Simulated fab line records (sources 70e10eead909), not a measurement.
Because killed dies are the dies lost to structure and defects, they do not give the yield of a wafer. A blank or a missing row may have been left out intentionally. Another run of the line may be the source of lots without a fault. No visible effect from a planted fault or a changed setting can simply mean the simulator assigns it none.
Chamber matching	flow nandHarc	NHARC_A_M1_ETCH_15 on rieDiel-09: 4 sister chambers
The step etches the open film in C4F8/Ar, target depth 182.5 nm, time 91.2 s. 4 wafers are shown with their chamber, then 7 later ones without.

== WAFERS WITH THEIR CHAMBER ==
wafer	chamber	rfVppV (V)
L908.3	3	443.9
L908.5	2	437.7
L910.1	0	440.1
L910.2	1	442.7

== WAFERS WITH NO CHAMBER GIVEN ==
wafer	rfVppV (V)
L910.4	437.7
L912.2	441.8
L912.4	438.5
L912.5	442.5
L909.1	436.9
L909.4	439.5
L909.6	439.2

== WHICH CHAMBER EACH ONE RAN IN ==
wafer	from the rows above	in truth
L910.4	2	2
L912.2	can't be placed: 1 or 0 or 3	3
L912.4	can't be placed: 2 or 0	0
L912.5	can't be placed: 1 or 3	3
L909.1	2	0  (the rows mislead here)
L909.4	can't be placed: 0 or 2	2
L909.6	can't be placed: 0 or 2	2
1 of 7 placed correctly. From these rows, 5 cannot be placed; in 5 the true chamber is one of the candidates. Wrongly placed: 1.
How it was worked out, from the rows above alone: a wafer's distance from a chamber is the root of the sum, over the readings, of the square of ((its reading less the chamber's mean) divided by the reading's scatter). If the next closest chamber is less than 2 further off than the closest, the wafer can't be placed; otherwise it belongs to the closest. The mean given for a chamber averages the wafers shown for that chamber. The scatter: root of mean squared gap, hidden wafer to nearest shown wafer, with one shown wafer a chamber.
